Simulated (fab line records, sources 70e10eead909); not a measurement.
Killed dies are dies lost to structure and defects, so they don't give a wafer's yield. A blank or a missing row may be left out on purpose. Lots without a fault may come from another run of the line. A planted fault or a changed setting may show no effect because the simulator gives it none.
Tool commonality check | flow nand_harc | 1 lot, 1 wafer sampled

WHY IT WAS OPENED
At NHARC_END_SORT_01 the reading killed_at_array is flagged on 1 of 1 lot. Wafers without a fault read 27, standard deviation 12.
Rule: a lot is flagged when every wafer of it that has a number lies more than 4 standard deviations from that mean, or none has a number. The other lots count as sound.

lot  | measured     | on        | killed_at_array, wafer by wafer | flag
L302 | day 26 13:32 | prober-01 | 120                             | FLAGGED
The numbers of the flagged lots are 120 on average: +93 against the usual, or +8 standard deviations.

WHICH TOOL RAN EACH LOT
The record holds 5 process steps before the reading, out of a route of 1159 steps. In each cell: the tool, then ch and the chambers that the sampled wafers went through, then the start.
lot  | flag    | NHARC_A_CHANNEL_FILL_D1_STRIP_29 | NHARC_A_STAIRCASE_ALD_420    | NHARC_A_STAIRCASE_ETCH_444     | NHARC_A_STAIRCASE_STRIP_446        | NHARC_A_SGD_CUT_DESCUM_14
L302 | FLAGGED | rie_diel-13 ch 1, day 15 11:34   | ald_hk-02 ch 1, day 17 05:33 | rie_diel-11 ch 3, day 18 20:34 | plasma_asher-01 ch 0, day 18 21:54 | rie_diel-01 ch 2, day 19 05:43
What these steps do:
- NHARC_A_CHANNEL_FILL_D1_STRIP_29: strips in O2, time 20 s.
- NHARC_A_STAIRCASE_ALD_420: deposits SiO2, target thk 20 nm, pulse time 6 s, ald cycles 200.
- NHARC_A_STAIRCASE_ETCH_444: etches the open film in C4F8/O2, target depth 10200 nm, time 3400 s.
- NHARC_A_STAIRCASE_STRIP_446: strips in O2.
- NHARC_A_SGD_CUT_DESCUM_14: chemistry O2, time 3 s.
- NHARC_END_SORT_01

FLAGGED OVER TOTAL, TOOL BY TOOL (the gauges that took the reading come last)
step                             | tool            | lots run | flagged | share of the flagged lots | sound lots run after its first flagged lot
NHARC_A_CHANNEL_FILL_D1_STRIP_29 | rie_diel-13     | 1        | 1       | all                       | 0
NHARC_A_STAIRCASE_ALD_420        | ald_hk-02       | 1        | 1       | all                       | 0
NHARC_A_STAIRCASE_ETCH_444       | rie_diel-11     | 1        | 1       | all                       | 0
NHARC_A_STAIRCASE_STRIP_446      | plasma_asher-01 | 1        | 1       | all                       | 0
NHARC_A_SGD_CUT_DESCUM_14        | rie_diel-01     | 1        | 1       | all                       | 0
NHARC_END_SORT_01                | prober-01       | 1        | 1       | all                       | 0

WHAT THE TABLE ALLOWS
6 rows of the table ran every flagged lot: rie_diel-13 at NHARC_A_CHANNEL_FILL_D1_STRIP_29, ald_hk-02 at NHARC_A_STAIRCASE_ALD_420, rie_diel-11 at NHARC_A_STAIRCASE_ETCH_444, plasma_asher-01 at NHARC_A_STAIRCASE_STRIP_446, rie_diel-01 at NHARC_A_SGD_CUT_DESCUM_14, prober-01 at NHARC_END_SORT_01.
- rie_diel-13 at NHARC_A_CHANNEL_FILL_D1_STRIP_29: 1 of its 1 lot flagged. It ran no sound lot before its first flagged lot in this sample, so the start can't be narrowed down.
- ald_hk-02 at NHARC_A_STAIRCASE_ALD_420: 1 of its 1 lot flagged. It ran no sound lot before its first flagged lot in this sample, so the start can't be narrowed down.
- rie_diel-11 at NHARC_A_STAIRCASE_ETCH_444: 1 of its 1 lot flagged. It ran no sound lot before its first flagged lot in this sample, so the start can't be narrowed down.
- plasma_asher-01 at NHARC_A_STAIRCASE_STRIP_446: 1 of its 1 lot flagged. It ran no sound lot before its first flagged lot in this sample, so the start can't be narrowed down.
- rie_diel-01 at NHARC_A_SGD_CUT_DESCUM_14: 1 of its 1 lot flagged. It ran no sound lot before its first flagged lot in this sample, so the start can't be narrowed down.
- prober-01 at NHARC_END_SORT_01: 1 of its 1 lot flagged. It ran no sound lot before its first flagged lot in this sample, so the start can't be narrowed down.
Counting lots can't tell these 6 tools apart, because each fits a fault that began at some hour. More lots, or a look at what each step does to the wafer, might.

WHAT THE SIMULATOR HAD PUT IN
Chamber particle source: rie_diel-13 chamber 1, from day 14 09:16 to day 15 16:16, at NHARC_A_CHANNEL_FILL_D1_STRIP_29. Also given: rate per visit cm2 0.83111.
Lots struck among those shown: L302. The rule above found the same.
